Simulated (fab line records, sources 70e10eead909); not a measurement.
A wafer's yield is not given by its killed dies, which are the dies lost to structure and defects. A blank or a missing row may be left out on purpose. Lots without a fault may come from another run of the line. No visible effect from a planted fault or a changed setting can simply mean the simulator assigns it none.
fab line records ; flow nand-harc
record: lots: 13; wafers: 39; last-day: 34
route steps=1302 shown P_ZERO_WELL@16 END@1302
lots with no fault: from the same line, run without faults
start-h: the number of hours between the record's first day and the start of the first shown wafer of the lot ; wait-h: time in hours since the lot's previous step ; " as in the row above ; L1.1+2: several wafers, shown together as one row ; - no value, or no start given ; * or withheld: withheld ; < > ~ a bound
route shown NAME@n: names a module that has steps shown in the file, with the first one's number in the route ; usual: mean/standard deviation of fault-free wafers ; same: alike in all rows ; chamber/n: place in a boat ; sites: each site's reading ; _std_site: standard deviation of those values ; _edge_site: inner sites' mean taken away from outer sites' mean ; radius-mm: for every site, how far away it sits from the centre of the wafer ; mask NAME#n: copy n ; behind: tool/chamber where the wafer was last shaped ; hold: why the lot was held/for how many hours/how that ended ; device: names the non-switching transistor (n, p or np) ; end of line: the tests these same wafers got at the end of their route ; where a step has no rows: the recipe by itself ; killed: dies that structure and defects cost at the first sort, which is not the same as the wafer's yield ; map: shows each die of a wafer: x if killed, . if not, _ if none is there
set.NAME: setting as actually run; set.NAME@STEP: the setting as run at that earlier step ; model.NAME: the simulator's own value behind a step, which no gauge read
one table for each step of the route and one row for each wafer, over a sample of lots
services: a tool's chamber out of use, with start hour (start-h, from the record's first day; less than 0 if before it), hours out, and reason
== steps ==
step: NHARC_P_ZERO_WELL_DESCUM_13
recipe: time-s: 3; o2-flow-sccm: 200; ar-flow-sccm: 0; bias-power-w: 0; chemistry: O2
usual: drypump-motor-current-A: 5.9/0.5; mfc-ar-sccm: 0.005/0.008; oes-product-au: 1.004/0.01; rf-vpp-V: 57.8/0.94; showerhead-plenum-p-Torr: 1.93/0.095; throttle-valve-pct: 11.311/0.0088
lot.wafer;tool;chamber;start-h;wait-h;drypump-motor-current-A;mfc-ar-sccm;oes-product-au;rf-hours-counter-h;rf-vpp-V;showerhead-plenum-p-Torr;throttle-valve-pct
L351.3;rie-diel-04;3;21.29;-;6.1;0;0.995;3;59.1;2.08;11.321
L351.1;rie-diel-04;0;21.29;-;5.3;0.009;1.006;3;57.1;1.92;11.295
L351.5;rie-diel-04;3;21.29;-;6.1;0;1.000;-;58.1;2.08;11.308
L352.4;rie-diel-04;0;31.27;-;5.3;0.009;1.015;4;56.2;1.92;11.319
L352.1;rie-diel-04;1;31.27;-;6.1;0;0.995;4;58.1;1.81;11.300
L352.3;rie-diel-04;3;31.27;-;6.0;0;0.996;3;57.2;2.08;11.303
L354.3;rie-diel-12;0;51.43;-;5.8;0;1.000;32;57.1;1.80;11.317
L354.6;rie-diel-12;2;51.43;-;5.3;0;1.003;-;57.7;1.86;11.313
L354.5;rie-diel-12;3;51.43;-;5.9;0.024;1.013;-;56.9;2.03;11.315
L357.2;rie-diel-04;3;81.43;-;6.1;0;1.003;21;57.8;2.07;11.322
L357.6;rie-diel-04;0;81.43;-;5.3;0.009;1.022;-;57.7;1.91;11.305
L357.4;rie-diel-04;3;81.43;-;6.1;0;1.006;-;58.1;2.07;11.312
L358.3;rie-diel-02;0;91.56;-;6.7;0.001;0.991;7;57.4;2.01;11.305
L358.4;rie-diel-02;1;91.56;-;5.0;0.005;0.987;12;58.8;1.95;11.314
L358.5;rie-diel-02;3;91.56;-;5.6;0;1.007;-;59.3;2.01;11.305
L359.3;rie-diel-04;3;101.56;-;6.1;0;1.002;31;58.9;2.07;11.301
L359.5;rie-diel-04;3;101.56;-;6.0;0;0.995;-;60.5;2.07;11.324
L359.6;rie-diel-04;1;101.56;-;6.1;0;0.999;-;58.5;1.80;11.311
L363.2;rie-diel-02;0;141.48;-;6.6;0.001;0.988;24;57.8;2.00;11.306
L363.6;rie-diel-02;1;141.48;-;5.1;0.005;0.993;-;57.2;1.94;11.322
L363.5;rie-diel-02;2;141.48;-;5.5;0.001;0.990;-;57.5;1.95;11.302
L369.3;rie-diel-02;0;201.42;-;6.7;0.001;0.996;47;59.1;2.00;11.303
L369.4;rie-diel-02;1;201.42;-;5.1;0.005;0.996;49;57.9;1.93;11.298
L369.5;rie-diel-02;1;201.42;-;5.0;0.005;0.985;-;58.4;1.93;11.313
L370.2;rie-diel-12;1;211.35;-;6.7;0;1.007;30;58.0;2.00;11.316
L370.3;rie-diel-12;2;211.35;-;5.3;0;1.011;30;57.9;1.85;11.308
L370.4;rie-diel-12;3;211.35;-;5.9;0.024;1.010;29;57.6;2.01;11.317
L371.4;rie-diel-12;1;221.44;-;6.7;0;1.001;-;58.9;2.00;11.318
L371.5;rie-diel-12;2;221.44;-;5.3;0;1.007;-;57.5;1.84;11.324
L371.6;rie-diel-12;3;221.44;-;5.9;0.024;1.001;-;58.8;2.01;11.321
L372.2;rie-diel-12;2;231.40;-;5.3;0;1.017;38;56.5;1.84;11.308
L372.5;rie-diel-12;2;231.40;-;5.3;0;1.014;-;56.4;1.84;11.318
L372.4;rie-diel-12;1;231.40;-;6.7;0;1.009;-;59.0;1.99;11.327
L373.1;rie-diel-04;3;241.41;-;6.1;0;1.010;12;58.4;2.05;11.307
L373.4;rie-diel-04;1;241.41;-;6.0;0;1.003;18;55.9;1.79;11.311
L373.5;rie-diel-04;2;241.41;-;6.3;0.008;1.021;-;58.3;1.77;11.327
L374.3;rie-diel-04;3;251.40;-;6.1;0;1.007;17;58.0;2.05;11.306
L374.1;rie-diel-04;1;251.40;-;6.0;0;1.005;22;56.2;1.79;11.305
L374.5;rie-diel-04;2;251.40;-;6.3;0.008;1.009;-;56.1;1.77;11.321
step: NHARC_P_ZERO_WELL_CD_MEAS_24
recipe: target-cd-nm: 720; landing-energy-ev: 500
usual: cd-nm: 719.6/1.7
lot.wafer;tool;chamber;start-h;wait-h;cd-nm
L351.1;cd-sem-01;0;22.35;-;720.9
L351.3;cd-sem-01;0;22.35;-;718.4
L351.5;cd-sem-01;0;22.35;-;719.6
L352.1;cd-sem-01;0;33.48;-;717.6
L352.3;cd-sem-01;0;33.48;-;718.5
L352.4;cd-sem-01;0;33.48;-;717.5
L354.3;cd-sem-01;0;52.62;-;716.4
L354.5;cd-sem-01;0;52.62;-;717.8
L354.6;cd-sem-01;0;52.62;-;719.4
L357.2;cd-sem-01;0;82.74;-;722.0
L357.4;cd-sem-01;0;82.74;-;720.7
L357.6;cd-sem-01;0;82.74;-;717.7
L358.3;cd-sem-01;0;92.79;-;720.8
L358.4;cd-sem-01;0;92.79;-;721.3
L358.5;cd-sem-01;0;92.79;-;721.0
L359.3;cd-sem-02;0;103.09;-;718.4
L359.5;cd-sem-02;0;103.09;-;717.1
L359.6;cd-sem-02;0;103.09;-;719.4
L363.2;cd-sem-03;0;142.64;-;718.2
L363.5;cd-sem-03;0;142.64;-;717.9
L363.6;cd-sem-03;0;142.64;-;722.2
L369.3;cd-sem-02;0;202.63;-;719.9
L369.4;cd-sem-02;0;202.63;-;723.2
L369.5;cd-sem-02;0;202.63;-;720.3
L370.2;cd-sem-03;0;212.52;-;719.4
L370.3;cd-sem-03;0;212.52;-;721.6
L370.4;cd-sem-03;0;212.52;-;721.9
L371.4;cd-sem-01;0;222.65;-;719.4
L371.5;cd-sem-01;0;222.65;-;720.2
L371.6;cd-sem-01;0;222.65;-;718.7
L372.2;cd-sem-02;0;232.64;-;719.6
L372.4;cd-sem-02;0;232.64;-;719.7
L372.5;cd-sem-02;0;232.64;-;719.1
L373.1;cd-sem-01;0;242.63;-;720.9
L373.4;cd-sem-01;0;242.63;-;719.1
L373.5;cd-sem-01;0;242.63;-;719.3
L374.1;cd-sem-01;0;252.48;-;721.6
L374.3;cd-sem-01;0;252.48;-;722.6
L374.5;cd-sem-01;0;252.48;-;718.2
step: NHARC_P_ZERO_WELL_CD_MEAS_37
recipe: target-cd-nm: 720; landing-energy-ev: 500
usual: cd-nm: 718.5/1.7
lot.wafer;tool;chamber;start-h;wait-h;cd-nm
L351.1;cd-sem-01;0;23.99;-;717.5
L351.3;cd-sem-01;0;23.99;-;717.4
L351.5;cd-sem-01;0;23.99;-;718.4
L352.1;cd-sem-02;0;34.99;-;717.1
L352.3;cd-sem-02;0;34.99;-;719.8
L352.4;cd-sem-02;0;34.99;-;720.9
L354.3;cd-sem-01;0;54.13;-;718.4
L354.5;cd-sem-01;0;54.13;-;719.0
L354.6;cd-sem-01;0;54.13;-;719.9
L357.2;cd-sem-01;0;84.38;-;718.6
L357.4;cd-sem-01;0;84.38;-;720.0
L357.6;cd-sem-01;0;84.38;-;719.1
L358.3;cd-sem-01;0;94.46;-;718.0
L358.4;cd-sem-01;0;94.46;-;717.4
L358.5;cd-sem-01;0;94.46;-;718.2
L359.3;cd-sem-02;0;104.72;-;718.7
L359.5;cd-sem-02;0;104.72;-;718.1
L359.6;cd-sem-02;0;104.72;-;716.3
L363.2;cd-sem-02;0;144.15;-;717.0
L363.5;cd-sem-02;0;144.15;-;715.7
L363.6;cd-sem-02;0;144.15;-;717.6
L369.3;cd-sem-01;0;204.26;-;715.5
L369.4;cd-sem-01;0;204.26;-;716.1
L369.5;cd-sem-01;0;204.26;-;717.4
L370.2;cd-sem-03;0;214.19;-;716.5
L370.3;cd-sem-03;0;214.19;-;719.3
L370.4;cd-sem-03;0;214.19;-;719.6
L371.4;cd-sem-03;0;224.32;-;721.0
L371.5;cd-sem-03;0;224.32;-;718.9
L371.6;cd-sem-03;0;224.32;-;720.2
L372.2;cd-sem-03;0;235.97;-;717.4
L372.4;cd-sem-03;0;235.97;-;717.0
L372.5;cd-sem-03;0;235.97;-;717.9
L373.1;cd-sem-02;0;244.15;-;718.1
L373.4;cd-sem-02;0;244.15;-;718.1
L373.5;cd-sem-02;0;244.15;-;716.8
L374.1;cd-sem-02;0;254.12;-;719.8
L374.3;cd-sem-02;0;254.12;-;716.3
L374.5;cd-sem-02;0;254.12;-;717.7
step: NHARC_P_ZERO_WELL_EXPOSE_49
recipe: na: 0.6; target-cd-nm: 2000; dose-mj: 22.64; mask-id: P_HVPW
lot.wafer;tool;chamber;start-h;wait-h;mask
L351.1+3+5;krf-scanner-04;0;25.48;-;P_HVPW#0
L352.1+3+4;krf-scanner-04;0;36.34;-;P_HVPW#0
L354.3+5+6;krf-scanner-02;0;55.62;-;P_HVPW#0
L357.2+4+6;krf-scanner-01;0;85.88;-;P_HVPW#0
L358.3+4+5;krf-scanner-01;0;95.84;-;P_HVPW#0
L359.3+5+6;krf-scanner-01;0;106.09;-;P_HVPW_R1#0
L363.2+5+6;krf-scanner-02;0;145.51;-;P_HVPW#0
L369.3+4+5;krf-scanner-02;0;205.77;-;P_HVPW#0
L370.2+3+4;krf-scanner-02;0;216.68;-;P_HVPW#0
L371.4+5+6;krf-scanner-02;0;225.89;-;P_HVPW#0
L372.2+4+5;krf-scanner-02;0;237.35;-;P_HVPW#0
L373.1+4+5;krf-scanner-01;0;245.67;-;P_HVPW#0
L374.1+3+5;krf-scanner-02;0;255.59;-;P_HVPW#0
step: NHARC_P_ZERO_WELL_CD_MEAS_52
recipe: target-cd-nm: 2000; landing-energy-ev: 500
usual: cd-nm: 1999.8/1.5
lot.wafer;tool;chamber;start-h;wait-h;cd-nm
L351.1;cd-sem-02;0;25.63;-;1999.2
L351.3;cd-sem-02;0;25.63;-;2001.6
L351.5;cd-sem-02;0;25.63;-;1999.2
L352.1;cd-sem-01;0;36.50;-;2000.1
L352.3;cd-sem-01;0;36.50;-;1999.2
L352.4;cd-sem-01;0;36.50;-;2001.2
L354.3;cd-sem-03;0;55.77;-;2001.4
L354.5;cd-sem-03;0;55.77;-;2000.5
L354.6;cd-sem-03;0;55.77;-;1998.8
L357.2;cd-sem-03;0;86.03;-;1999.3
L357.4;cd-sem-03;0;86.03;-;2002.5
L357.6;cd-sem-03;0;86.03;-;2001.5
L358.3;cd-sem-03;0;95.99;-;2000.1
L358.4;cd-sem-03;0;95.99;-;2002.5
L358.5;cd-sem-03;0;95.99;-;2000.0
L359.3;cd-sem-02;0;106.24;-;1895.0
L359.5;cd-sem-02;0;106.24;-;1892.2
L359.6;cd-sem-02;0;106.24;-;1893.8
L363.2;cd-sem-03;0;145.66;-;1997.8
L363.5;cd-sem-03;0;145.66;-;1999.0
L363.6;cd-sem-03;0;145.66;-;1998.9
L369.3;cd-sem-02;0;205.92;-;2000.8
L369.4;cd-sem-02;0;205.92;-;2000.3
L369.5;cd-sem-02;0;205.92;-;2002.3
L370.2;cd-sem-03;0;216.83;-;2001.3
L370.3;cd-sem-03;0;216.83;-;2001.7
L370.4;cd-sem-03;0;216.83;-;1997.6
L371.4;cd-sem-03;0;226.04;-;1999.6
L371.5;cd-sem-03;0;226.04;-;1998.9
L371.6;cd-sem-03;0;226.04;-;1998.6
L372.2;cd-sem-01;0;237.50;-;1999.7
L372.4;cd-sem-01;0;237.50;-;2001.1
L372.5;cd-sem-01;0;237.50;-;1997.6
L373.1;cd-sem-01;0;245.82;-;2001.6
L373.4;cd-sem-01;0;245.82;-;1998.2
L373.5;cd-sem-01;0;245.82;-;1999.1
L374.1;cd-sem-03;0;255.75;-;1997.5
L374.3;cd-sem-03;0;255.75;-;1998.4
L374.5;cd-sem-03;0;255.75;-;1999.6
step: NHARC_END_SORT_01
recipe: temp-c: 25
usual: killed-at-array: 56/19; killed-at-other: 1.0/1.3; killed-at-periphery: 3.8/2.2; killed-dies: 61/19; killed-open: 3.1/1.9; killed-short: 2.3/1.5
same: gross-dies: 677
lot.wafer;tool;chamber;start-h;wait-h;killed-at-array;killed-at-other;killed-at-periphery;killed-dies;killed-open;killed-short
L351.1;prober-02;0;572.63;2.5;49;0;2;51;2;4
L351.3;prober-02;0;574.21;3.1;40;1;6;47;5;4
L351.5;prober-02;0;575.79;3.7;44;0;4;48;2;1
L357.2;prober-01;0;624.20;2.8;66;0;1;67;6;2
L357.4;prober-01;0;625.81;3.4;79;1;3;83;5;1
L357.6;prober-01;0;627.43;4.0;72;1;0;73;2;3
L359.3;prober-01;0;639.79;3.1;54;3;11;68;6;2
L359.5;prober-01;0;641.41;3.7;59;1;6;66;3;2
L359.6;prober-01;0;642.22;4.0;48;3;8;59;2;2
L370.2;prober-01;0;749.03;2.8;88;0;5;93;4;1
L370.3;prober-01;0;749.84;3.1;96;2;4;102;2;1
L370.4;prober-01;0;750.65;3.4;75;0;3;78;2;1
killed by level:class
L351.1 A_CHANNEL_HOLE_D2:chamber-film-flake=35 A_WL_FILL:geometric-particle:short=3 A_STAIRCASE:chamber-film-flake=3 A_M0:chamber-film-flake=3 P_M0:geometric-particle:short=1 A_ONON_D1:geometric-particle:open=1 A_CHANNEL_FILL_D1:geometric-particle:open=1 P_GATE:chamber-film-flake=1
L351.3 A_CHANNEL_HOLE_D2:chamber-film-flake=24 P_GATE:chamber-film-flake=3 A_STAIRCASE:chamber-film-flake=2 A_SGD_CUT:chamber-film-flake=2 A_WL_FILL:chamber-film-flake=2 A_CONTACT:chamber-film-flake=2 P_GATE:geometric-particle:open=1 P_CONTACT:geometric-particle:open=1
L351.5 A_CHANNEL_HOLE_D2:chamber-film-flake=29 A_CONTACT:chamber-film-flake=3 A_CHANNEL_FILL_D1:geometric-particle:open=2 P_GATE:chamber-film-flake=2 A_DECK1_JOINT:chamber-film-flake=2 A_WL_FILL:chamber-film-flake=2 A_SGD_CUT:geometric-particle:short=1 P_STI:chamber-film-flake=1
L357.2 A_CHANNEL_HOLE_D1:chamber-film-flake=22 A_CHANNEL_HOLE_D2:chamber-film-flake=20 A_CONTACT:chamber-film-flake=13 A_DECK1_JOINT:geometric-particle:open=2 A_CHANNEL_FILL_D1:chamber-film-flake=2 P_CONTACT:geometric-particle:open=1 A_CHANNEL_HOLE_D1:geometric-particle:short=1 A_ONON_D2:geometric-particle:open=1
L357.4 A_CHANNEL_HOLE_D1:chamber-film-flake=31 A_CHANNEL_HOLE_D2:chamber-film-flake=30 A_CONTACT:chamber-film-flake=8 A_CHANNEL_FILL_D1:chamber-film-flake=2 A_CHANNEL_FILL_D2:chamber-film-flake=2 P_GATE:geometric-particle:open=1 P_CONTACT:geometric-particle:open=1 P_M1:geometric-particle:open=1
L357.6 A_CHANNEL_HOLE_D2:chamber-film-flake=31 A_CHANNEL_HOLE_D1:chamber-film-flake=21 A_CONTACT:chamber-film-flake=8 A_CHANNEL_FILL_D1:chamber-film-flake=3 A_ONON_D1:geometric-particle:open=1 A_CHANNEL_FILL_D1:geometric-particle:short=1 A_CHANNEL_FILL_D2:geometric-particle:short=1 A_CONTACT:geometric-particle:open=1
L359.3 A_CHANNEL_HOLE_D1:chamber-film-flake=23 A_CHANNEL_HOLE_D2:chamber-film-flake=20 P_ZERO_WELL:chamber-film-flake=3 P_BONDPAD:chamber-film-flake=3 A_CONTACT:chamber-film-flake=3 A_ONON_D1:geometric-particle:open=2 P_STI:chamber-film-flake=2 A_M1:chamber-film-flake=2
L359.5 A_CHANNEL_HOLE_D2:chamber-film-flake=26 A_CHANNEL_HOLE_D1:chamber-film-flake=21 A_STAIRCASE:chamber-film-flake=3 P_STI:chamber-film-flake=3 A_CONTACT:chamber-film-flake=3 P_BONDPAD:chamber-film-flake=2 A_ONON_D1:geometric-particle:open=1 A_ONON_D1:geometric-particle:short=1
L359.6 A_CHANNEL_HOLE_D2:chamber-film-flake=19 A_CHANNEL_HOLE_D1:chamber-film-flake=19 P_BONDPAD:chamber-film-flake=6 A_CONTACT:chamber-film-flake=4 P_GATE:geometric-particle:short=2 A_STAIRCASE:chamber-film-flake=2 A_M1:chamber-film-flake=2 THIN_TSV:chamber-film-flake=2
L370.2 A_CHANNEL_HOLE_D1:chamber-film-flake=33 A_SLIT:chamber-film-flake=29 A_CHANNEL_HOLE_D2:chamber-film-flake=14 P_GATE:chamber-film-flake=4 A_CONTACT:chamber-film-flake=4 A_ZERO_WELL:chamber-film-flake=2 P_CONTACT:geometric-particle:open=1 A_CHANNEL_HOLE_D1:geometric-particle:open=1
L370.3 A_SLIT:chamber-film-flake=34 A_CHANNEL_HOLE_D1:chamber-film-flake=26 A_CHANNEL_HOLE_D2:chamber-film-flake=24 A_CONTACT:chamber-film-flake=6 P_ZERO_WELL:chamber-film-flake=3 A_DECK1_JOINT:chamber-film-flake=2 THIN_TSV:chamber-film-flake=2 P_M2:geometric-particle:open=1
L370.4 A_CHANNEL_HOLE_D1:chamber-film-flake=28 A_SLIT:chamber-film-flake=24 A_CHANNEL_HOLE_D2:chamber-film-flake=16 P_ZERO_WELL:chamber-film-flake=3 A_STAIRCASE:chamber-film-flake=2 A_DECK1_JOINT:geometric-particle:open=1 A_ONON_D2:geometric-particle:open=1 A_WL_FILL:geometric-particle:short=1
== services ==
tool;chamber;start-h;hours;kind
rie-diel-12;1;-0.48;3.2;repair
rie-diel-04;-;4.34;9.0;pm
rie-diel-12;-;5.78;1.2;repair
rie-diel-12;1;21.22;4.1;repair
krf-scanner-01;-;61.95;0.8;repair
rie-diel-04;2;73.12;59.2;repair
rie-diel-04;0;83.48;2.6;repair
rie-diel-12;-;93.16;9.0;pm
krf-scanner-02;-;94.00;4.0;pm
rie-diel-04;3;106.91;5.3;repair
rie-diel-04;1;117.77;14.6;repair
krf-scanner-01;-;134.57;0.9;repair
krf-scanner-01;-;135.90;6.9;repair
krf-scanner-01;-;143.97;4.0;pm
rie-diel-12;1;151.11;2.0;repair
rie-diel-04;1;151.28;1.3;repair
rie-diel-04;2;152.10;7.8;repair
rie-diel-12;0;179.65;7.1;repair
rie-diel-04;-;182.22;9.0;pm
rie-diel-12;1;213.38;2.0;repair
rie-diel-04;3;216.49;12.6;repair
rie-diel-12;0;218.69;33.5;repair
rie-diel-04;0;231.16;3.5;repair
rie-diel-04;2;231.23;4.8;repair
== key ==
first-sign: step: NHARC_P_ZERO_WELL_EXPOSE_49; reading: mask; direction: changed
effect: step: NHARC_P_ZERO_WELL_CD_MEAS_52; reading: cd-nm; direction: down; sigmas: 69; usual: 1999.8; struck: 1893.7
met-at NHARC_P_ZERO_WELL_EXPOSE_49
struck-lots L359
tester-left-out L359
not-acting-at NHARC_P_ZERO_WELL_DESCUM_13,NHARC_P_ZERO_WELL_CD_MEAS_24,NHARC_P_ZERO_WELL_CD_MEAS_37
onset-between 95.84 106.09
fault: kind: wrong-mask; tool: any; chamber: -; onset-h: 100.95; steps: NHARC_P_ZERO_WELL_EXPOSE_49; aux-copy: P_HVPW_R1#0; cd-offset-nm: -105.11; scope: struck-lots-only
tester-left-out: of these lots the tester's yield and bins aren't shown, on N5 and GAA mostly nor the transistor test; their killed dies are dies lost to structure and defects alone, not to doping, threshold or leakage, so they don't give the yield
